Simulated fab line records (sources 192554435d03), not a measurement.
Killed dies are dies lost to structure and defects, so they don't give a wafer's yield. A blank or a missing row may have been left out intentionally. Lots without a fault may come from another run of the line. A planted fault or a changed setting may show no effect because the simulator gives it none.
Lot-split experiment + flow n5_finfet + on a route of 1938 steps: 7 lots, 21 wafers read

## ON THE SPLIT
At N5_BEOL_M10_PEB_26 (peb time 60 s), the setting peb_time_s was moved away from the recipe's 60 s on 7 of the 21 wafers read, by -12.3% to +14.6%. This setting was run at the recipe's value on the other wafers.

## FROM THE SPLIT ON TO THE READING: in between, the file shows 1 step
- N5_BEOL_M10_DEVELOP_27: develop time 30 s

## THE READING
cd_nm (nm) at N5_BEOL_M10_CD_MEAS_28, where the cd target is 70 nm. Typical for fault-free wafers on this fab line: 69.8 nm, with standard deviation 0.77 nm.

| wafer  | tool, chamber at the split | peb_time_s as run, s | against the recipe | cd_nm, nm | against lot-mates on the recipe |
|--------|----------------------------|----------------------|--------------------|-----------|---------------------------------|
| L074.4 | litho_track-01, 0          | 53.63                | -10.6%             | 64.7      | -5.3                            |
| L074.5 | litho_track-01, 0          | 60                   | recipe             | 70.0      | -                               |
| L074.6 | litho_track-01, 0          | 53.63                | -10.6%             | 65.8      | -4.2                            |
| L075.3 | litho_track-04, 0          | 68.75                | +14.6%             | 75.4      | +6.4                            |
| L075.5 | litho_track-04, 0          | 60                   | recipe             | 69.0      | -                               |
| L075.6 | litho_track-04, 0          | 68.75                | +14.6%             | 75.1      | +6.1                            |
| L083.1 | litho_track-04, 0          | 60                   | recipe             | 71.2      | -                               |
| L083.2 | litho_track-04, 0          | 52.6                 | -12.3%             | 64.2      | -7.1                            |
| L083.5 | litho_track-04, 0          | 60                   | recipe             | 71.5      | -                               |
| L082.2 | litho_track-05, 0          | 67.7                 | +12.8%             | 76.3      | +4.8                            |
| L082.3 | litho_track-05, 0          | 67.7                 | +12.8%             | 76.2      | +4.7                            |
| L082.5 | litho_track-05, 0          | 60                   | recipe             | 71.5      | -                               |
| L084.1 | litho_track-01, 0          | 60                   | recipe             | 68.8      | -                               |
| L084.3 | litho_track-01, 0          | 60                   | recipe             | 68.2      | -                               |
| L084.4 | litho_track-01, 0          | 60                   | recipe             | 68.4      | -                               |
| L092.2 | litho_track-01, 0          | 60                   | recipe             | 70.0      | -                               |
| L092.3 | litho_track-01, 0          | 60                   | recipe             | 69.5      | -                               |
| L092.5 | litho_track-01, 0          | 60                   | recipe             | 70.2      | -                               |
| L085.3 | litho_track-05, 0          | 60                   | recipe             | 70.3      | -                               |
| L085.4 | litho_track-05, 0          | 60                   | recipe             | 69.4      | -                               |
| L085.6 | litho_track-05, 0          | 60                   | recipe             | 69.9      | -                               |

THE FIT
A straight line over all 21 wafers: cd_nm changes by +0.432 nm for each +1% of peb_time_s; r = +0.96; the points scatter about the line by 0.99 nm.
The same after taking each lot's own level away (the mean of its wafers on the recipe; 21 wafers): +0.439 nm for each +1%; r = +0.99; scatter 0.53 nm.
On that fit, the largest move of peb_time_s shifts the reading by 6.4 nm.
From 68.47 to 71.50 nm: that is the span of the lots' own levels, equal to 3.9 times the standard deviation above.
Hence the lot-to-lot level has little effect on the slope; both slopes agree.
Check: with one of the wafers moved furthest among these (+14.6%) left out of the fit, the line predicts +6.16 nm for it against its lot-mates. Against them it came out at +6.4 nm.

## THESE WAFERS: OTHER SPLITS
Before the reading, these wafers also passed through other splits. Each is held against what the fit with the lots' levels taken away leaves over:
| other split on the same wafers | wafers away from the commonest value | r with cd_nm (lot level and that fit taken away) |
|--------------------------------|--------------------------------------|--------------------------------------------------|
| N5_BEOL_M9_COAT_05 spin_rpm    | 6                                    | -0.02                                            |

## FILE'S OWN FIT
cd_nm changes by +0.456 nm for each +1% of peb_time_s, r = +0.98.
